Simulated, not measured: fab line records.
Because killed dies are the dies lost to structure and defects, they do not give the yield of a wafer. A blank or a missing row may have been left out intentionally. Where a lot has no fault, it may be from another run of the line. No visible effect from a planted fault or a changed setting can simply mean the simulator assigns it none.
Chamber matching :: flow n5Finfet :: N5_BEOL_M0_ALD_136 on aldMetal-03 has 4 sister chambers
The step deposits TaN, pulse time 2 s, purge time 3 s, co reactant purge time 2 s. 16 wafers are shown with their chamber, then 8 later ones without.

WAFERS PAIRED WITH THEIR CHAMBERS
wafer: L074.2
chamber: 2
heaterPowerW (W): 429

wafer: L074.3
chamber: 3
heaterPowerW (W): 415

wafer: L074.6
chamber: 0
heaterPowerW (W): 372

wafer: L077.1
chamber: 3
heaterPowerW (W): 408

wafer: L077.2
chamber: 0
heaterPowerW (W): 381

wafer: L077.3
chamber: 1
heaterPowerW (W): 380

wafer: L077.4
chamber: 2
heaterPowerW (W): 437

wafer: L077.5
chamber: 3
heaterPowerW (W): 427

wafer: L077.6
chamber: 0
heaterPowerW (W): 362

wafer: L079.2
chamber: 2
heaterPowerW (W): 430

wafer: L079.4
chamber: 1
heaterPowerW (W): 382

wafer: L079.5
chamber: 3
heaterPowerW (W): 416

wafer: L083.3
chamber: 0
heaterPowerW (W): 381

wafer: L083.5
chamber: 2
heaterPowerW (W): 425

wafer: L083.6
chamber: 3
heaterPowerW (W): 420

wafer: L089.1
chamber: 3
heaterPowerW (W): 416

SIGNATURES (means of the wafers above)
reading: heaterPowerW
chamber 0: 374.00
chamber 1: 381.00
chamber 2: 430.25
chamber 3: 417.00
scatter within a chamber: 6.57
Rule: a wafer lies at a distance from a chamber equal to the root of the sum of squares, over the readings, of (its reading less the chamber's mean, divided by the reading's scatter). The wafer belongs to the nearest chamber; if the next one is less than 2 further off, it can't be placed. The scatter: the root of (the sum of the squares of (reading less its chamber's mean) over the shown wafers, divided by (wafers less chambers)).

WAFERS WITH NO CHAMBER GIVEN
wafer: L089.5
heaterPowerW (W): 386

wafer: L089.6
heaterPowerW (W): 423

wafer: L091.1
heaterPowerW (W): 429

wafer: L091.4
heaterPowerW (W): 384

wafer: L091.5
heaterPowerW (W): 432

wafer: L093.2
heaterPowerW (W): 418

wafer: L093.3
heaterPowerW (W): 380

wafer: L093.4
heaterPowerW (W): 423

EACH ONE'S CHAMBER
wafer: L089.5
from the rows above: can't be placed: 1 or 0
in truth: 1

wafer: L089.6
from the rows above: can't be placed: 3 or 2
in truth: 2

wafer: L091.1
from the rows above: can't be placed: 2 or 3
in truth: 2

wafer: L091.4
from the rows above: can't be placed: 1 or 0
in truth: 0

wafer: L091.5
from the rows above: 2
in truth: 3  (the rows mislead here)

wafer: L093.2
from the rows above: can't be placed: 3 or 2
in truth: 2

wafer: L093.3
from the rows above: can't be placed: 1 or 0
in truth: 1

wafer: L093.4
from the rows above: can't be placed: 3 or 2
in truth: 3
Correctly placed: 0 of 8. These rows do not allow placing 7 (true chamber among the candidates in 7). Placed wrongly: 1.
